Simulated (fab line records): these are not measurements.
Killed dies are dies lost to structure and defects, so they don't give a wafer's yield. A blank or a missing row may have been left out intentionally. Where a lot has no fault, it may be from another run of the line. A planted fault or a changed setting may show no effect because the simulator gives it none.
fab line records	flow n5_finfet	part 1 of 2: steps 1 to 3 of 6
[record] lots = 22	wafers = 66	last_day = 18
route steps=1938 shown BEOL_M1@789
lots with no fault: from the same line, run without faults
start_h: hours from the record's opening day to when the first of the lot's shown wafers began	wait_h: hours from the lot's prior step to this one	" same as the row above	L1.1+2: several wafers, shown together as one row	- no value present, or no start provided	* or withheld: withheld	< > ~ a bound
route shown NAME@n: names a module that has steps shown in the file, with the first one's number in the route	usual: the fault-free wafers' mean and standard deviation	same: alike in all rows	chamber/n: place in a boat	sites: per-site readings	_std_site: standard deviation across them	_edge_site: outer sites' mean less inner sites'	radius_mm: how far each site lies from the wafer's centre	mask NAME#n: copy n	behind: the last tool/chamber to shape the wafer	hold: cause of the lot's hold/its duration in hours/its outcome	device: names the non-switching transistor (n, p or np)	end of line: tests of these same wafers at the route's end	a step with no rows: only its recipe	killed: at the first sort, the dies lost to defects and structure; wafer yield is something else	map: shows each die of a wafer: x if killed, . if not, _ if none is there
set.NAME: the setting the step ran with; set.NAME@STEP: the setting that earlier step ran with	model.NAME: the simulator's own value behind a step, which no gauge read
route steps across a sampled set of lots; one table per step, one row per wafer
services: from which hour (start_h, from the record's first day; less than 0 if before it) a tool's chamber was out of use, for how many hours, and why
[[steps]]
[step N5_BEOL_M1_DESCUM_33]
[recipe] chemistry = O2	time_s = 7	source_power_w = 50	bias_power_w = 20	pressure_mtorr = 20	rf_frequency_hz = 2.712e+07	temp_c = 40	resist = CAR-EUV	o2_flow_sccm = 225
[usual] drypump_motor_current_A = 5.7/0.4	oes_product_au = 0.81/0.085	rf_fwd_power_W = 49.30/0.27	rf_vpp_V = 243.1/1.5	showerhead_plenum_p_Torr = 2.09/0.076	temp_c = 40.00/0.11	throttle_valve_pct = 20.46/0.25
lot.wafer	tool	chamber	start_h	wait_h	drypump_motor_current_A	oes_product_au	rf_fwd_power_W	rf_hours_counter_h	rf_vpp_V	showerhead_plenum_p_Torr	temp_c	throttle_valve_pct
L076.1	rie_diel-03	0	153.89	0.4	5.4	0.72	49.66	176	242.1	2.11	40.09	20.98
L076.2	"	2	"	"	5.7	0.86	49.50	46	244.5	2.12	40.01	20.37
L076.4	"	0	"	"	5.4	0.73	49.71	-	244.3	2.11	40.02	20.98
L077.4	rie_diel-02	2	154.09	0.0	5.8	0.68	49.44	217	244.0	2.05	40.06	20.21
L077.5	"	3	"	"	5.4	0.73	49.45	-	243.4	2.10	39.98	20.52
L077.6	"	2	"	"	5.7	0.68	49.69	-	242.0	2.05	40.04	20.20
L078.2	rie_diel-04	0	154.51	0.0	6.4	0.79	49.47	103	241.5	1.94	40.06	20.52
L078.3	"	1	"	"	6.2	0.81	49.01	88	244.7	2.09	40.07	20.20
L078.6	"	2	"	"	5.5	0.66	49.56	-	244.5	2.17	39.86	20.78
L079.2	rie_diel-02	2	155.71	0.0	5.8	0.69	49.44	217	242.3	2.05	40.10	20.21
L079.3	"	3	"	"	5.4	0.74	49.36	153	243.3	2.10	40.08	20.52
L079.4	"	0	"	"	5.0	0.79	48.99	140	240.3	1.93	39.98	20.52
L080.2	rie_diel-03	2	160.50	0.0	5.7	0.85	49.61	49	242.6	2.12	39.74	20.37
L080.4	"	3	"	"	6.3	0.82	49.05	-	244.2	2.20	40.07	20.43
L080.5	"	2	"	"	5.7	0.86	49.73	-	243.2	2.12	39.80	20.38
L081.2	rie_diel-03	3	169.55	0.0	6.3	0.81	49.37	99	245.0	2.20	40.04	20.44
L081.5	"	3	"	"	6.3	0.82	49.02	-	244.2	2.20	40.00	20.44
L081.6	"	2	"	"	5.7	0.85	49.45	-	244.1	2.12	40.11	20.37
L082.1	rie_diel-02	3	169.61	0.0	5.4	0.73	49.17	157	243.9	2.10	40.00	20.53
L082.2	"	0	"	"	5.0	0.78	49.10	144	241.3	1.93	39.98	20.55
L082.6	"	2	"	"	5.8	0.68	49.57	-	242.9	2.05	39.77	20.22
L083.4	rie_diel-02	0	177.97	0.3	5.0	0.78	49.05	146	240.3	1.93	39.99	20.56
L083.5	"	3	"	"	5.4	0.74	49.35	-	242.6	2.10	39.92	20.51
L083.6	"	0	"	"	5.0	0.78	48.99	-	240.0	1.93	39.92	20.56
L084.2	rie_diel-04	1	194.98	0.0	6.2	0.79	49.16	104	242.3	2.09	40.25	20.20
L084.4	"	0	"	"	6.3	0.77	49.45	120	240.2	1.94	39.93	20.55
L084.6	"	1	"	"	6.2	0.79	49.29	-	242.0	2.09	40.20	20.21
L085.1	rie_diel-02	1	196.75	0.0	5.2	0.90	48.95	30	243.1	2.05	40.06	20.07
L085.4	"	0	"	"	5.0	0.78	49.01	152	241.1	1.93	40.00	20.56
L085.5	"	3	"	"	5.5	0.72	49.24	-	243.6	2.10	39.84	20.53
L086.1	rie_diel-03	3	200.75	0.0	6.3	0.80	49.31	111	245.5	2.19	40.19	20.45
L086.4	"	0	"	"	5.4	0.72	49.96	193	243.5	2.10	39.87	21.00
L086.6	"	3	"	"	6.3	0.80	49.28	-	245.2	2.19	39.99	20.47
L087.1	rie_diel-03	3	207.36	0.0	6.3	0.81	48.99	111	243.2	2.19	40.00	20.48
L087.2	"	0	"	"	5.4	0.72	49.75	194	243.8	2.10	40.11	21.01
L087.3	"	2	"	"	5.7	0.84	49.47	65	243.9	2.12	40.03	20.39
L088.1	rie_diel-03	3	207.55	0.0	6.3	0.80	49.06	111	244.7	2.19	40.10	20.46
L088.3	"	2	"	"	5.7	0.84	49.42	65	244.5	2.12	40.06	20.41
L088.4	"	0	"	"	5.4	0.71	49.79	194	242.8	2.10	39.92	21.01
L089.4	rie_diel-04	0	214.95	0.0	6.4	0.77	49.48	126	240.8	1.93	40.03	20.56
L089.5	"	0	"	"	6.4	0.77	49.44	-	241.3	1.93	39.97	20.56
L089.6	"	3	"	"	6.0	0.93	49.21	-	243.6	2.05	40.05	20.38
L090.1	rie_diel-03	0	216.55	0.0	5.4	0.71	49.71	198	242.8	2.10	39.92	20.99
L090.2	"	3	"	"	6.3	0.80	49.01	115	243.6	2.19	40.21	20.48
L090.3	"	2	"	"	5.7	0.84	49.52	68	243.4	2.12	39.97	20.41
L091.1	rie_diel-04	1	227.54	0.0	6.2	0.78	48.91	114	244.8	2.08	40.02	20.23
L091.3	"	0	"	"	6.3	0.77	49.61	129	240.8	1.93	40.05	20.55
L091.6	"	2	"	"	5.5	0.95	49.30	-	243.6	2.17	40.01	20.50
L092.1	rie_diel-02	2	235.90	0.4	5.7	0.67	49.57	242	242.8	2.05	39.90	20.24
L092.4	"	3	"	"	5.5	0.71	49.45	178	242.6	2.09	40.10	20.56
L092.5	"	3	"	"	5.5	0.71	49.44	-	242.8	2.09	39.94	20.56
L093.1	rie_diel-03	0	239.27	0.0	5.4	0.70	49.81	204	244.3	2.10	40.00	21.03
L093.4	"	1	"	"	5.8	0.92	48.88	19	243.1	2.14	39.88	20.26
L093.6	"	3	"	"	6.3	0.79	48.84	-	244.5	2.19	40.05	20.48
L094.2	rie_diel-03	2	252.06	0.0	5.7	0.83	49.39	77	242.9	2.11	40.02	20.42
L094.3	"	0	"	"	5.4	0.71	49.69	205	241.8	2.10	39.90	21.02
L094.6	"	2	"	"	5.7	0.82	49.41	-	244.1	2.11	40.26	20.40
L095.2	rie_diel-04	2	257.89	0.0	5.5	0.92	49.49	20	244.6	2.16	39.80	20.53
L095.4	"	3	"	"	6.0	0.91	49.02	29	242.2	2.05	39.96	20.36
L095.5	"	2	"	"	5.5	0.92	49.49	-	242.3	2.16	39.80	20.50
L097.2	rie_diel-03	0	264.55	0.0	5.4	0.70	49.47	209	242.6	2.09	39.94	21.04
L097.3	"	1	"	"	5.8	0.91	49.15	25	243.4	2.13	39.85	20.29
L097.5	"	2	"	"	5.7	0.82	49.60	-	241.7	2.11	39.86	20.41
L096.3	rie_diel-02	3	274.08	0.2	5.4	0.71	49.49	189	244.4	2.09	39.95	20.55
L096.4	"	1	"	"	5.2	0.86	49.05	-	243.4	2.04	40.02	20.10
L096.6	"	3	"	"	5.4	0.70	49.40	-	244.8	2.09	39.97	20.56
[step N5_BEOL_M1_ETCH_77]
[recipe] chemistry = N2/H2	target = underlayer	target_depth_a = 65	mask_material = CAR-EUV	time_s = 5.2	ion_energy_ev = 200	pressure_mtorr = 30	source_w = 840	bias_w = 150	n2_flow_sccm = 200	h2_flow_sccm = 200	ends = cleared
[usual] drypump_motor_current_A = 5.7/0.4	etch_rf_on_time_s = 5.19/0.099	oes_product_au = 0.69/0.069	rf_fwd_power_W = 819.3/2.4	rf_vpp_V = 523.5/2.9	showerhead_plenum_p_Torr = 2.54/0.09	throttle_valve_pct = 17.87/0.2
lot.wafer	tool	chamber	start_h	wait_h	drypump_motor_current_A	etch_rf_on_time_s	oes_product_au	rf_fwd_power_W	rf_hours_counter_h	rf_vpp_V	showerhead_plenum_p_Torr	throttle_valve_pct
L076.1	rie_diel-03	0	153.92	0.0	5.4	5.25	0.63	818.1	176	523.1	2.53	18.30
L076.2	"	2	"	"	5.7	5.14	0.74	815.6	46	527.3	2.59	17.79
L076.4	"	0	"	"	5.4	5.23	0.62	817.9	-	522.7	2.53	18.30
L077.4	rie_diel-02	2	154.12	0.0	5.8	5.31	0.59	820.7	217	523.6	2.53	17.86
L077.5	"	3	"	"	5.4	5.33	0.63	822.4	-	521.9	2.54	17.79
L077.6	"	2	"	"	5.8	5.31	0.59	816.4	-	521.2	2.53	17.85
L078.2	rie_diel-04	0	154.54	0.0	6.3	5.24	0.68	818.9	103	517.9	2.35	17.86
L078.3	"	1	"	"	6.2	4.99	0.70	818.5	88	527.7	2.57	17.79
L078.6	"	2	"	"	5.5	5.44	0.56	821.5	-	526.7	2.60	18.03
L079.2	rie_diel-02	2	155.75	0.0	5.8	5.16	0.59	819.3	217	522.4	2.53	17.86
L079.3	"	3	"	"	5.4	5.18	0.64	818.6	153	523.3	2.54	17.78
L079.4	"	0	"	"	5.0	5.16	0.67	822.1	140	520.3	2.36	17.98
L080.2	rie_diel-03	2	160.53	0.0	5.7	5.22	0.73	821.0	49	524.1	2.59	17.78
L080.4	"	3	"	"	6.3	5.24	0.69	816.4	-	526.9	2.67	17.79
L080.5	"	2	"	"	5.7	5.20	0.72	821.4	-	525.3	2.59	17.80
L081.2	rie_diel-03	3	169.59	0.0	6.3	5.29	0.71	824.7	99	527.3	2.67	17.78
L081.5	"	3	"	"	6.3	5.25	0.69	818.0	-	526.9	2.67	17.79
L081.6	"	2	"	"	5.7	5.28	0.72	820.7	-	526.9	2.58	17.83
L082.1	rie_diel-02	3	169.64	0.0	5.4	5.21	0.62	819.0	157	522.9	2.53	17.81
L082.2	"	0	"	"	5.0	5.17	0.67	817.8	144	516.1	2.36	17.99
L082.6	"	2	"	"	5.8	5.20	0.59	820.1	-	523.5	2.52	17.89
L083.4	rie_diel-02	0	178.01	0.0	5.0	5.19	0.67	821.4	146	517.7	2.36	18.03
L083.5	"	3	"	"	5.4	5.22	0.62	816.3	-	523.9	2.53	17.82
L083.6	"	0	"	"	5.0	5.23	0.67	822.0	-	515.5	2.36	18.03
L084.2	rie_diel-04	1	195.01	0.0	6.2	5.01	0.69	820.6	104	525.3	2.57	17.80
L084.4	"	0	"	"	6.3	5.24	0.67	816.9	120	519.7	2.34	17.89
L084.6	"	1	"	"	6.2	5.02	0.69	823.6	-	525.6	2.57	17.83
L085.1	rie_diel-02	1	196.79	0.0	5.2	5.17	0.75	825.4	30	523.9	2.49	17.56
L085.4	"	0	"	"	5.0	5.25	0.66	822.6	152	517.2	2.36	18.04
L085.5	"	3	"	"	5.5	5.26	0.62	822.5	-	524.3	2.53	17.82
L086.1	rie_diel-03	3	200.78	0.0	6.3	5.31	0.68	817.1	111	527.8	2.67	17.81
L086.4	"	0	"	"	5.4	5.34	0.61	819.4	193	522.4	2.52	18.30
L086.6	"	3	"	"	6.2	5.26	0.68	818.1	-	527.7	2.66	17.80
L087.1	rie_diel-03	3	207.40	0.0	6.3	5.25	0.68	817.3	111	527.6	2.66	17.79
L087.2	"	0	"	"	5.4	5.19	0.62	820.7	194	525.6	2.52	18.32
L087.3	"	2	"	"	5.7	5.19	0.71	820.6	65	526.5	2.58	17.84
L088.1	rie_diel-03	3	207.58	0.0	6.3	5.33	0.69	816.2	111	528.2	2.67	17.81
L088.3	"	2	"	"	5.7	5.24	0.70	817.7	65	523.6	2.58	17.82
L088.4	"	0	"	"	5.4	5.31	0.61	820.4	194	522.4	2.52	18.32
L089.4	rie_diel-04	0	214.99	0.0	6.3	5.25	0.65	818.8	126	516.9	2.34	17.93
L089.5	"	0	"	"	6.4	5.21	0.66	817.5	-	519.9	2.34	17.91
L089.6	"	3	"	"	6.1	4.99	0.79	817.8	-	522.5	2.49	17.64
L090.1	rie_diel-03	0	216.58	0.0	5.4	5.22	0.61	819.8	198	523.0	2.52	18.33
L090.2	"	3	"	"	6.3	5.27	0.68	817.7	115	527.7	2.66	17.80
L090.3	"	2	"	"	5.7	5.15	0.71	821.5	68	523.8	2.58	17.85
L091.1	rie_diel-04	1	227.57	0.0	6.2	5.01	0.67	820.1	114	524.3	2.56	17.84
L091.3	"	0	"	"	6.4	5.30	0.65	820.1	129	518.2	2.34	17.90
L091.6	"	2	"	"	5.5	5.19	0.80	821.6	-	523.4	2.59	17.67
L092.1	rie_diel-02	2	235.94	0.0	5.8	5.19	0.57	817.3	242	524.4	2.52	17.90
L092.4	"	3	"	"	5.5	5.17	0.62	818.6	178	523.4	2.53	17.85
L092.5	"	3	"	"	5.5	5.16	0.62	816.0	-	523.4	2.53	17.85
L093.1	rie_diel-03	0	239.30	0.0	5.4	5.27	0.60	819.7	204	522.1	2.52	18.34
L093.4	"	1	"	"	5.8	4.99	0.79	818.9	19	524.5	2.61	17.80
L093.6	"	3	"	"	6.3	5.32	0.67	822.2	-	527.9	2.66	17.80
L094.2	rie_diel-03	2	252.09	0.0	5.7	5.18	0.70	821.8	77	525.1	2.57	17.85
L094.3	"	0	"	"	5.4	5.16	0.61	821.5	205	522.6	2.52	18.33
L094.6	"	2	"	"	5.7	5.28	0.70	823.3	-	524.4	2.57	17.84
L095.2	rie_diel-04	2	257.92	0.0	5.5	5.26	0.77	817.7	20	526.0	2.59	17.69
L095.4	"	3	"	"	6.1	5.02	0.77	817.0	29	522.5	2.49	17.65
L095.5	"	2	"	"	5.5	5.27	0.77	817.9	-	525.5	2.59	17.67
L097.2	rie_diel-03	0	264.58	0.0	5.4	5.17	0.62	823.4	209	524.0	2.52	18.38
L097.3	"	1	"	"	5.8	5.00	0.78	821.6	25	526.8	2.61	17.85
L097.5	"	2	"	"	5.7	5.17	0.71	818.7	-	525.0	2.57	17.85
L096.3	rie_diel-02	3	274.12	0.0	5.5	5.25	0.60	819.5	189	525.0	2.52	17.84
L096.4	"	1	"	"	5.2	5.18	0.73	815.6	-	523.1	2.48	17.62
L096.6	"	3	"	"	5.5	5.23	0.60	819.5	-	524.6	2.52	17.86
[step N5_BEOL_M1_VIA_ETCH_34]
[recipe] chemistry = C4F6/O2	target_depth_a = 678	mask_material = SOC	pressure_mtorr = 15	ion_energy_ev = 250	taper_deg = 4	time_s = 64.4	source_w = 350	bias_w = 170	Ar_flow_sccm = 300	C4F6_flow_sccm = 10	O2_flow_sccm = 10
[usual] O2_flow_sccm = 10.00/0.031	drypump_motor_current_A = 5.7/0.42	oes_product_au = 0.80/0.083	rf_fwd_power_W = 346.9/1.4	rf_vpp_V = 663/13	showerhead_plenum_p_Torr = 2.82/0.1	throttle_valve_pct = 30.82/0.24
lot.wafer	tool	chamber	start_h	wait_h	O2_flow_sccm	drypump_motor_current_A	oes_product_au	rf_fwd_power_W	rf_hours_counter_h	rf_vpp_V	showerhead_plenum_p_Torr	throttle_valve_pct
L076.1	rie_diel-04	1	158.09	0.0	9.99	6.2	0.82	347.3	90	657	2.87	30.70
L076.2	"	0	"	"	10.05	6.4	0.78	347.4	105	674	2.67	31.16
L076.4	"	0	"	"	10.03	6.4	0.79	347.1	-	674	2.67	31.15
L077.4	rie_diel-03	3	158.28	0.0	9.99	6.3	0.82	345.5	-	651	3.01	30.97
L077.5	"	2	"	"	9.95	5.7	0.86	346.8	-	657	2.87	30.56
L077.6	"	0	"	"	9.98	5.4	0.74	349.3	-	665	2.84	31.29
L078.2	rie_diel-03	2	164.58	0.0	9.97	5.7	0.85	345.7	51	657	2.87	30.54
L078.3	"	0	"	"	10.02	5.4	0.73	348.7	180	665	2.84	31.29
L078.6	"	0	"	"	10.00	5.4	0.73	347.8	-	665	2.84	31.31
L079.2	rie_diel-02	3	167.39	0.0	9.96	5.5	0.74	347.2	156	687	2.84	30.72
L079.3	"	1	"	"	9.98	5.2	0.91	347.5	21	656	2.79	30.38
L079.4	"	2	"	"	10.03	5.7	0.68	347.8	221	675	2.82	30.61
L080.2	rie_diel-03	3	167.43	0.0	9.99	6.3	0.81	347.5	98	649	3.01	30.98
L080.4	"	2	"	"	10.01	5.7	0.86	347.0	-	656	2.87	30.55
L080.5	"	0	"	"	9.98	5.4	0.73	349.2	-	665	2.84	31.30
L081.2	rie_diel-04	3	170.79	0.0	9.94	6.0	1.00	346.8	3	663	2.80	30.76
L081.5	"	0	"	"	10.00	6.4	0.79	347.1	-	675	2.66	31.17
L081.6	"	3	"	"	9.90	6.0	1.00	347.4	-	663	2.80	30.75
L082.1	rie_diel-04	1	171.95	0.0	9.96	6.2	0.80	345.2	96	657	2.87	30.72
L082.2	"	0	"	"	10.00	6.3	0.78	345.3	111	675	2.66	31.16
L082.6	"	3	"	"	10.05	6.0	0.97	346.4	-	663	2.80	30.76
L083.4	rie_diel-03	3	182.96	0.0	10.01	6.3	0.81	347.2	104	651	3.00	31.00
L083.5	"	1	"	"	10.01	5.8	0.97	345.9	-	642	2.92	30.79
L083.6	"	2	"	"	10.01	5.7	0.85	347.4	-	656	2.87	30.55
L085.1	rie_diel-02	2	205.63	0.0	9.99	5.8	0.68	348.6	232	675	2.81	30.61
L085.4	"	3	"	"	10.02	5.5	0.72	345.4	-	690	2.83	30.75
L085.5	"	2	"	"	9.99	5.8	0.68	347.8	-	676	2.81	30.60
L084.2	rie_diel-02	2	208.98	0.0	9.99	5.8	0.68	347.2	233	675	2.81	30.61
L084.4	"	2	"	"	10.02	5.7	0.68	347.0	-	675	2.81	30.63
L084.6	"	3	"	"	10.02	5.4	0.73	347.3	-	688	2.83	30.72
L086.1	rie_diel-02	2	214.15	0.0	9.97	5.8	0.67	348.2	235	675	2.81	30.62
L086.4	"	2	"	"	10.05	5.8	0.68	347.2	-	675	2.81	30.61
L086.6	"	3	"	"	10.02	5.5	0.73	347.0	-	687	2.83	30.74
L087.1	rie_diel-02	1	218.91	0.0	9.96	5.2	0.89	347.0	33	657	2.78	30.37
L087.2	"	3	"	"	9.99	5.5	0.73	347.2	172	685	2.83	30.74
L087.3	"	0	"	"	9.98	5.0	0.77	344.7	159	650	2.63	30.98
L088.1	rie_diel-04	1	218.98	0.0	10.00	6.2	0.80	346.1	112	655	2.86	30.73
L088.3	"	2	"	"	10.04	5.5	0.95	346.9	10	655	2.91	30.73
L088.4	"	3	"	"	9.95	6.0	0.93	345.5	19	663	2.79	30.77
L089.4	rie_diel-02	1	222.52	0.0	10.00	5.2	0.89	345.5	34	655	2.78	30.37
L089.5	"	0	"	"	10.00	5.0	0.78	345.6	-	650	2.63	30.96
L089.6	"	3	"	"	9.95	5.5	0.73	347.3	-	688	2.83	30.73
L090.1	rie_diel-04	0	229.07	0.0	10.04	6.3	0.76	347.7	130	673	2.65	31.18
L090.2	"	3	"	"	9.96	6.1	0.92	344.5	22	663	2.79	30.77
L090.3	"	1	"	"	9.97	6.2	0.79	348.4	115	654	2.86	30.73
L091.1	rie_diel-04	1	229.44	0.0	9.99	6.2	0.79	345.9	115	655	2.86	30.75
L091.3	"	2	"	"	9.99	5.5	0.93	347.5	13	655	2.91	30.74
L091.6	"	0	"	"	10.01	6.4	0.77	346.8	-	675	2.65	31.17
L092.1	rie_diel-03	2	237.56	0.0	10.03	5.7	0.83	346.6	74	656	2.86	30.56
L092.4	"	1	"	"	9.96	5.8	0.92	345.4	19	642	2.91	30.81
L092.5	"	2	"	"	10.05	5.7	0.83	345.5	-	654	2.86	30.58
L093.1	rie_diel-02	0	240.97	0.0	10.05	5.0	0.77	347.2	166	650	2.63	30.98
L093.4	"	2	"	"	9.99	5.8	0.67	349.5	244	674	2.81	30.61
L093.6	"	2	"	"	9.99	5.7	0.68	348.3	-	676	2.81	30.63
L094.2	rie_diel-04	0	254.34	0.0	10.05	6.3	0.75	346.0	135	673	2.65	31.18
L094.3	"	3	"	"	9.99	6.0	0.91	345.3	28	664	2.79	30.76
L094.6	"	2	"	"	10.01	5.5	0.91	347.5	-	655	2.90	30.74
L095.2	rie_diel-04	1	266.09	0.0	9.97	6.2	0.78	347.1	123	656	2.86	30.73
L095.4	"	3	"	"	9.99	6.0	0.91	349.1	30	663	2.79	30.79
L095.5	"	0	"	"	9.99	6.4	0.76	349.6	-	671	2.65	31.18
L097.2	rie_diel-03	1	273.60	0.0	10.04	5.8	0.90	346.8	27	642	2.91	30.80
L097.3	"	3	"	"	9.95	6.3	0.78	344.7	130	650	2.99	31.01
L097.5	"	1	"	"	10.01	5.8	0.90	346.7	-	642	2.91	30.81
L096.3	rie_diel-03	2	280.92	0.0	10.05	5.7	0.82	347.8	83	656	2.86	30.58
L096.4	"	3	"	"	10.04	6.3	0.78	344.6	131	649	2.99	31.01
L096.6	"	2	"	"	10.01	5.7	0.82	345.8	-	655	2.86	30.59
